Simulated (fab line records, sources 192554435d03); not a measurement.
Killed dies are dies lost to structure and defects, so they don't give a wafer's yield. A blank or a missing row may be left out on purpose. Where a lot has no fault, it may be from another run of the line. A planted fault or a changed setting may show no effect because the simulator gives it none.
Lot-split experiment + flow n5 finfet + 21 wafers read from 7 lots, route of 1938 steps

## ON THE SPLIT
At N5_ZERO_LAYER_EXPOSE_08 (exposes mask ZERO, defocus 0 nm, target cd 2000 nm), the setting dose mj was moved away from the recipe's 16.2 on 5 of the 21 wafers read, by -6.4% to +7.3%. The other wafers ran this setting at the recipe's value.

## FROM THE SPLIT TO THE READING: what the file shows between them, 3 steps
- N5_ZERO_LAYER_PEB_09
- N5_ZERO_LAYER_DEVELOP_10: develop time 60 s
- N5_ZERO_LAYER_HARDBAKE_23: time 120 s

## THE READING
cd nm, in nm, at N5_ZERO_LAYER_CD_MEAS_11 (target cd 2000 nm). Typical for fault-free wafers on this fab line: 1999 nm, with standard deviation 3.1 nm.

| wafer  | tool, chamber at the split | dose mj as run | against the recipe | cd nm, nm | against lot-mates on the recipe |
|--------|----------------------------|----------------|--------------------|-----------|---------------------------------|
| L075.1 | krf scanner-02, 0          | 16.2           | recipe             | 2002      | -                               |
| L075.5 | krf scanner-02, 0          | 16.2           | recipe             | 1998      | -                               |
| L075.6 | krf scanner-02, 0          | 16.2           | recipe             | 1991      | -                               |
| L077.3 | krf scanner-01, 0          | 16.2           | recipe             | 1999      | -                               |
| L077.5 | krf scanner-01, 0          | 16.2           | recipe             | 1998      | -                               |
| L077.6 | krf scanner-01, 0          | 16.2           | recipe             | 2001      | -                               |
| L080.1 | krf scanner-01, 0          | 16.2           | recipe             | 2000      | -                               |
| L080.5 | krf scanner-01, 0          | 16.2           | recipe             | 2004      | -                               |
| L080.6 | krf scanner-01, 0          | 16.2           | recipe             | 1999      | -                               |
| L084.2 | krf scanner-01, 0          | 17.14          | +5.8%              | 2013      | +14                             |
| L084.3 | krf scanner-01, 0          | 17.14          | +5.8%              | 2015      | +16                             |
| L084.5 | krf scanner-01, 0          | 16.2           | recipe             | 1999      | -                               |
| L085.1 | krf scanner-01, 0          | 16.2           | recipe             | 1997      | -                               |
| L085.2 | krf scanner-01, 0          | 16.2           | recipe             | 2000      | -                               |
| L085.6 | krf scanner-01, 0          | 16.2           | recipe             | 1998      | -                               |
| L089.3 | krf scanner-01, 0          | 17.39          | +7.3%              | 2011      | +16                             |
| L089.5 | krf scanner-01, 0          | 16.2           | recipe             | 1995      | -                               |
| L089.6 | krf scanner-01, 0          | 17.39          | +7.3%              | 2016      | +21                             |
| L097.1 | krf scanner-02, 0          | 15.17          | -6.4%              | 1987      | -16                             |
| L097.2 | krf scanner-02, 0          | 16.2           | recipe             | 2002      | -                               |
| L097.6 | krf scanner-02, 0          | 16.2           | recipe             | 2005      | -                               |

FIT RESULTS
A straight line over all 21 wafers: cd nm changes by +2.11 nm for each +1% of dose mj; r = +0.90; the points scatter about the line by 3.3 nm.
The same after taking each lot's own level away (the mean of its wafers on the recipe; 21 wafers): +2.56 nm for each +1%; r = +0.96; scatter 2.3 nm.
On that fit, the largest move of dose mj shifts the reading by 19 nm.
Across the lots, their own levels run from 1995.0 to 2003.5 nm, a range of 2.7 times the standard deviation given above.
So the slope is not independent of the lot-to-lot level: the two fits are not the same.
Check: for one of the wafers moved furthest among these (+7.3%), held out of the fit, the line's prediction against its lot-mates is +19.7 nm. It came out at +16 nm against them.

## ADDITIONAL SPLITS CARRIED BY THESE WAFERS
Other splits were also applied to these wafers ahead of the reading. Each is held against what the fit with the lots' levels taken away leaves over:
| other split on the same wafers | wafers away from the commonest value | r with cd nm (lot level and that fit taken away) |
|--------------------------------|--------------------------------------|--------------------------------------------------|
| N5_ZERO_LAYER_COAT_05 spin rpm | 9                                    | +0.22                                            |

## THE WHOLE CHAIN: every reading that the file lists as answering this split, in the file's order
| step                     | what it does             | reading                                                           | change (the file's fit)              | r (the file's) |
|--------------------------|--------------------------|-------------------------------------------------------------------|--------------------------------------|----------------|
| N5_ZERO_LAYER_CD_MEAS_11 | target cd 2000 nm        | cd nm                                                             | +2.6 nm for each +1% of the setting  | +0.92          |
| N5_ZERO_LAYER_DESCUM_16  | chemistry O2, time 7.9 s | ZERO_LAYER.cd nm (the simulator's own value, which no gauge read) | +2.66 nm for each +1% of the setting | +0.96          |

## FILE'S OWN FIT
cd nm changes by +2.6 nm for each +1% of dose mj, r = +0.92.
